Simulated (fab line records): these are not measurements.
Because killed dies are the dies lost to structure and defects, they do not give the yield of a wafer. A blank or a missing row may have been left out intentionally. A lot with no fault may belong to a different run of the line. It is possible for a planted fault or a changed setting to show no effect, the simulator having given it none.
fab line records	flow nandHarc
record lots=13	wafers=37	lastDay=33
route steps=1302 shown A_CHANNEL_HOLE_D1@468 A_CHANNEL_FILL_D1@492
lots with no fault: from the same line, run without faults
startH: hours from the record's first day to the start of the lot's first wafer shown	waitH: hours since the lot's step before	" unchanged from the row above	L1.1+2: one row covering several wafers at once	- either no value or no given start	* or withheld: withheld	< > ~ a bound
route shown NAME@n: a module of which the file shows steps, and the number in the route of the first	usual: average and standard deviation across the fault-free wafers	same: alike in all rows	chamber/n: place in a boat	sites: the reading at each site	_std_site: the standard deviation of these	_edge_site: inner sites' mean taken away from outer sites' mean	radiusMm: how far each site lies from the wafer's centre	mask NAME#n: copy n	behind: the last tool/chamber to shape the wafer	hold: what put the lot on hold/how long, in hours/how the hold closed	device: names the non-switching transistor (n, p or np)	end of line: tests run on the same wafers once the route is complete	step lacking rows: just its recipe	killed: at the first sort, the dies lost to defects and structure; wafer yield is something else	map: dies across one wafer; x = killed, . = not, _ = none there
set.NAME: the run value of the setting; set.NAME@STEP: its run value at that earlier step	model.NAME: the simulator's own value behind a step, which no gauge read
the route's steps for a sample of lots (tables are steps, rows are wafers)
services: the hour from which a tool's chamber was out of use, counted from the record's first day as startH (under 0 if before that day), plus the number of hours and why
## steps
# step NHARC_A_CHANNEL_HOLE_D1_ETCH_34
# recipe targetDepthA=1540	timeS=77	cf4FlowSccm=100	chf3FlowSccm=30	arFlowSccm=0	rfW=500	biasW=200	chemistry=CF4/CHF3
# usual drypumpMotorCurrentA=5.63/0.28	oesProductAu=0.944/0.023	rfVppV=372.2/1.8	showerheadPlenumPTorr=1.62/0.05	throttleValvePct=16.802/0.0096
lot.wafer	tool	chamber	startH	waitH	drypumpMotorCurrentA	oesProductAu	rfHoursCounterH	rfVppV	showerheadPlenumPTorr	throttleValvePct
L154.1	rieDiel-09	3	-	-	4.98	0.974	14	369.3	1.53	16.800
L154.3	"	0	"	"	6.24	0.958	14	375.3	1.70	16.798
L154.6	"	2	"	"	6.33	1.001	-	373.8	1.65	16.817
L155.1	rieDiel-11	1	-	-	5.56	0.931	7	374.3	1.68	16.799
L155.5	"	2	"	"	5.33	0.936	-	371.1	1.59	16.806
L155.4	"	1	"	"	5.57	0.928	-	374.0	1.68	16.793
L156.4	rieDiel-11	0	-	-	5.65	0.926	8	371.6	1.58	16.819
L156.1	"	2	"	"	5.33	0.929	8	372.7	1.59	16.812
L156.5	"	0	"	"	5.65	0.927	-	369.2	1.58	16.798
L157.3	rieDiel-13	1	-	-	5.93	0.983	8	372.2	1.63	16.795
L157.4	"	2	"	"	5.81	0.965	8	369.6	1.53	16.797
L157.6	"	1	"	"	5.95	0.981	-	371.2	1.63	16.790
L158.2	rieDiel-09	2	-	-	6.35	0.981	18	373.1	1.65	16.808
L158.3	"	3	"	"	4.97	0.982	20	369.9	1.53	16.798
L158.5	"	0	"	"	6.21	0.976	-	373.5	1.69	16.794
L159.1	rieDiel-11	2	-	-	5.34	0.944	9	371.1	1.59	16.796
L159.3	"	0	"	"	5.67	0.926	10	370.4	1.58	16.821
L159.6	"	2	"	"	5.34	0.951	-	370.4	1.59	16.795
L166.2	rieDiel-13	0	-	-	5.86	0.988	36	372.0	1.63	16.796
L166.1	"	3	"	"	5.93	0.989	34	371.5	1.59	16.786
L165.2	rieDiel-11	1	-	-	5.55	0.954	3	375.9	1.68	16.809
L165.1	"	2	"	"	5.33	0.959	2	371.2	1.59	16.802
L171.3	rieDiel-11	1	-	-	5.56	0.932	8	372.6	1.68	16.806
L171.2	"	2	"	"	5.34	0.916	8	371.5	1.59	16.780
L171.6	"	0	"	"	5.65	0.917	-	371.5	1.58	16.803
L172.4	rieDiel-11	3	-	-	5.81	0.905	8	375.5	1.68	16.786
L172.5	"	1	"	"	5.57	0.935	-	375.7	1.68	16.803
L172.6	"	2	"	"	5.34	0.922	-	370.7	1.59	16.816
L173.3	rieDiel-11	2	-	-	5.31	0.929	11	371.0	1.59	16.803
L173.4	"	3	"	"	5.79	0.917	8	375.0	1.68	16.816
L173.6	"	2	"	"	5.35	0.924	-	371.3	1.59	16.801
L176.4	rieDiel-11	3	-	-	5.82	0.911	11	373.4	1.68	16.790
L176.2	"	1	"	"	5.58	0.936	12	373.8	1.68	16.808
L176.5	"	2	"	"	5.35	0.931	-	370.5	1.59	16.787
L177.2	rieDiel-11	0	-	-	5.67	0.931	14	371.1	1.57	16.816
L177.4	"	2	"	"	5.33	0.928	14	370.8	1.59	16.806
L177.5	"	0	"	"	5.65	0.923	-	370.7	1.58	16.814
# step NHARC_A_CHANNEL_HOLE_D1_CD_MEAS_18
# usual cdNm=98.4/1.9
lot.wafer	tool	chamber	startH	waitH	cdNm
L154.1	cdSem-01	-	183.15	-	99.0
L154.3	"	-	"	"	96.6
L154.6	"	-	"	"	97.2
L155.1	cdSem-01	-	184.37	-	100.7
L155.4	"	-	"	"	99.7
L155.5	"	-	"	"	99.0
L156.1	cdSem-03	-	201.99	-	97.3
L156.4	"	-	"	"	100.5
L156.5	"	-	"	"	101.5
L157.3	cdSem-01	-	207.13	-	101.1
L157.4	"	-	"	"	98.0
L157.6	"	-	"	"	98.9
L158.2	cdSem-02	-	214.22	-	97.7
L158.3	"	-	"	"	99.7
L158.5	"	-	"	"	98.1
L159.1	cdSem-02	-	228.93	-	96.1
L159.3	"	-	"	"	98.5
L159.6	"	-	"	"	100.5
L166.1	cdSem-03	-	293.24	-	100.4
L166.2	"	-	"	"	102.0
L165.1	cdSem-01	-	293.45	-	96.8
L165.2	"	-	"	"	95.4
L171.2	cdSem-02	-	347.21	-	98.1
L171.3	"	-	"	"	97.2
L171.6	"	-	"	"	99.3
L172.4	cdSem-02	-	361.45	-	98.3
L172.5	"	-	"	"	95.9
L172.6	"	-	"	"	96.7
L173.3	cdSem-01	-	365.11	-	96.2
L173.4	"	-	"	"	99.1
L173.6	"	-	"	"	97.7
L176.2	cdSem-01	-	402.39	-	96.2
L176.4	"	-	"	"	98.0
L176.5	"	-	"	"	98.6
L177.2	cdSem-03	-	403.18	-	98.1
L177.4	"	-	"	"	100.2
L177.5	"	-	"	"	98.3
# step NHARC_A_CHANNEL_HOLE_D1_ETCH_21
# recipe biasV=3000	sourceW=withheld	pressureMtorr=20	timeS=514.3	arFlowSccm=375	c4f8FlowSccm=89.3	o2FlowSccm=35.7	tempC=-20	targetDepthA=16000	chemistry=C4F8/O2/Ar
# usual drypumpMotorCurrentA=5.6/0.55	showerheadPlenumPTorr=3.62/0.12	throttleValvePct=32.155/0.0091
lot.wafer	tool	chamber	startH	waitH	drypumpMotorCurrentA	rfHoursCounterH	showerheadPlenumPTorr	throttleValvePct
L154.1	harEtch-02	0	186.45	0.3	6.1	302	3.44	32.160
L154.3	"	1	"	"	6.0	-	3.70	32.143
L154.6	"	0	"	"	6.1	-	3.44	32.160
L155.1	harEtch-01	0	189.51	0.3	4.7	88	3.74	32.156
L155.4	"	1	"	"	5.7	-	3.59	32.165
L155.5	"	1	"	"	5.7	-	3.59	32.154
L156.1	harEtch-01	0	202.57	0.3	4.7	96	3.73	32.170
L156.4	"	0	"	"	4.7	-	3.73	32.157
L156.5	"	1	"	"	5.7	-	3.59	32.148
L157.3	harEtch-01	0	207.76	0.3	4.7	-	3.73	32.137
L157.4	"	1	"	"	5.7	-	3.58	32.156
L157.6	"	0	"	"	4.7	-	3.73	32.153
L158.2	harEtch-01	1	214.72	0.3	5.7	104	3.58	32.168
L158.3	"	1	"	"	5.7	-	3.58	32.169
L158.5	"	0	"	"	4.7	-	3.73	32.154
L159.1	harEtch-02	1	229.51	0.3	6.0	325	3.69	32.157
L159.3	"	0	"	"	6.1	-	3.43	32.156
L159.6	"	0	"	"	6.1	-	3.43	32.142
L166.1	harEtch-01	1	296.20	0.3	5.7	142	3.56	32.147
L166.2	"	0	"	"	4.7	142	3.71	32.160
L165.1	harEtch-02	0	297.51	0.3	6.1	375	3.40	32.160
L165.2	"	1	"	"	6.0	375	3.66	32.148
L171.2	harEtch-01	1	347.79	0.3	5.7	169	3.55	32.172
L171.3	"	0	"	"	4.7	-	3.69	32.164
L171.6	"	1	"	"	5.7	-	3.55	32.138
L172.4	harEtch-01	1	362.17	0.3	5.7	-	3.54	32.159
L172.6	"	0	"	"	4.7	-	3.69	32.157
L172.5	"	1	"	"	5.7	-	3.54	32.161
L173.3	harEtch-02	1	365.75	0.3	6.0	-	3.64	32.146
L173.4	"	0	"	"	6.1	-	3.93	32.160
L173.6	"	1	"	"	6.0	-	3.64	32.153
L176.2	harEtch-02	0	403.91	0.3	6.1	4	3.92	32.145
L176.4	"	0	"	"	6.1	-	3.92	32.143
L176.5	"	1	"	"	6.0	-	3.63	32.150
L177.2	harEtch-01	0	404.13	0.3	4.7	207	3.67	32.149
L177.4	"	0	"	"	4.7	-	3.67	32.139
L177.5	"	0	"	"	4.7	-	3.67	32.166
# step NHARC_A_CHANNEL_FILL_D1_ALD_02
# recipe targetThkA=60	pulseTimeS=10	aldCycles=60	tempC=300	material=SiO2
# usual aldCycles=60/0	heaterPowerW=456/26	precursorPulseHeightRel=1.000/0.02
lot.wafer	tool	chamber	startH	waitH	aldCycles	heaterPowerW	precursorPulseHeightRel
L154.3	aldHk-02	3	192.08	-	60	451	0.972
L154.1	"	2	"	"	60	397	0.978
L154.6	"	3	"	"	60	452	0.986
L155.1	aldHk-02	3	194.96	-	60	451	1.026
L155.4	"	2	"	"	60	407	1.008
L155.5	"	3	"	"	60	449	1.039
L156.1	aldHk-03	2	207.97	-	60	499	0.950
L156.4	"	3	"	"	60	485	1.025
L156.5	"	3	"	"	60	478	0.981
L157.4	aldHk-01	1	213.09	-	60	472	1.001
L157.3	"	0	"	"	60	534	1.041
L157.6	"	2	"	"	60	459	1.055
L158.2	aldHk-01	0	220.51	-	60	515	1.009
L158.3	"	3	"	"	60	454	0.986
L158.5	"	1	"	"	60	475	0.986
L159.1	aldHk-03	3	234.89	-	60	467	1.016
L159.3	"	1	"	"	60	475	0.984
L159.6	"	3	"	"	60	463	1.003
L166.2	aldHk-02	3	301.79	-	60	455	1.001
L166.1	"	1	"	"	48	446	1.030
L165.2	aldHk-02	2	303.07	-	60	401	0.994
L165.1	"	3	"	"	48	456	1.024
L171.2	aldHk-03	1	353.19	-	60	466	0.988
L171.3	"	2	"	"	60	465	0.975
L171.6	"	1	"	"	60	466	1.012
L172.4	aldHk-03	2	367.64	-	60	465	0.981
L172.6	"	3	"	"	60	472	1.003
L172.5	"	0	"	"	60	457	1.006
L173.3	aldHk-01	2	371.37	-	60	436	1.005
L173.4	"	3	"	"	60	453	1.005
L173.6	"	1	"	"	60	477	1.018
L176.4	aldHk-03	0	409.41	-	60	454	1.035
L176.2	"	3	"	"	60	479	0.977
L176.5	"	1	"	"	60	478	1.023
L177.4	aldHk-01	1	409.90	-	60	485	0.989
L177.2	"	2	"	"	60	438	1.003
L177.5	"	0	"	"	60	494	1.018
## services
tool	chamber	startH	hours	kind
aldHk-02	-	171.39	10.0	pm
rieDiel-11	0	181.97	2.7	repair
rieDiel-09	3	184.09	7.9	repair
harEtch-02	-	196.15	4.4	repair
aldHk-03	-	202.29	1.3	repair
rieDiel-11	1	204.07	6.1	repair
aldHk-03	-	214.60	10.0	pm
rieDiel-11	3	225.47	24.4	repair
harEtch-01	-	237.77	15.6	repair
rieDiel-09	-	254.12	1.5	repair
rieDiel-11	-	255.50	9.0	pm
aldHk-03	-	255.86	89.6	repair
rieDiel-09	0	261.94	10.0	repair
aldHk-02	-	280.93	2.6	repair
aldHk-01	-	305.68	0.9	repair
aldHk-01	-	306.91	10.0	pm
rieDiel-09	-	309.09	0.9	repair
rieDiel-09	0	319.99	16.3	repair
rieDiel-09	-	320.44	9.0	pm
rieDiel-11	3	340.13	7.4	repair
aldHk-02	-	349.39	10.0	pm
harEtch-02	-	378.55	17.0	pm
rieDiel-11	1	382.09	11.8	repair
aldHk-03	-	392.60	10.0	pm
## key
firstSign step=NHARC_A_CHANNEL_FILL_D1_ALD_02	reading=aldCycles	direction=down	sigmas=99+	usual=60	struck=48
effect none on later readings
metAt NHARC_A_CHANNEL_FILL_D1_ALD_02
struckLots L165,L166
struckWafers L165.1,L166.1
testerLeftOut L165,L166
notActingAt NHARC_A_CHANNEL_HOLE_D1_ETCH_34,NHARC_A_CHANNEL_HOLE_D1_CD_MEAS_18,NHARC_A_CHANNEL_HOLE_D1_ETCH_21
onsetBetween 194.96 301.79
fault kind=processParameterDrift	tool=aldHk-02	chamber=-	onsetH=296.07	steps=NHARC_A_CHANNEL_FILL_D1_ALD_02	channel=aldCycles	offset=-12	shape=step	endH=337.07	scope=struckWafersOnly	actsIn=theseRecipesOnly	stated=60
# testerLeftOut: of these lots the tester's yield and bins aren't shown, on N5 and GAA mostly nor the transistor test; their killed dies are dies lost to structure and defects alone, not to doping, threshold or leakage, so they don't give the yield
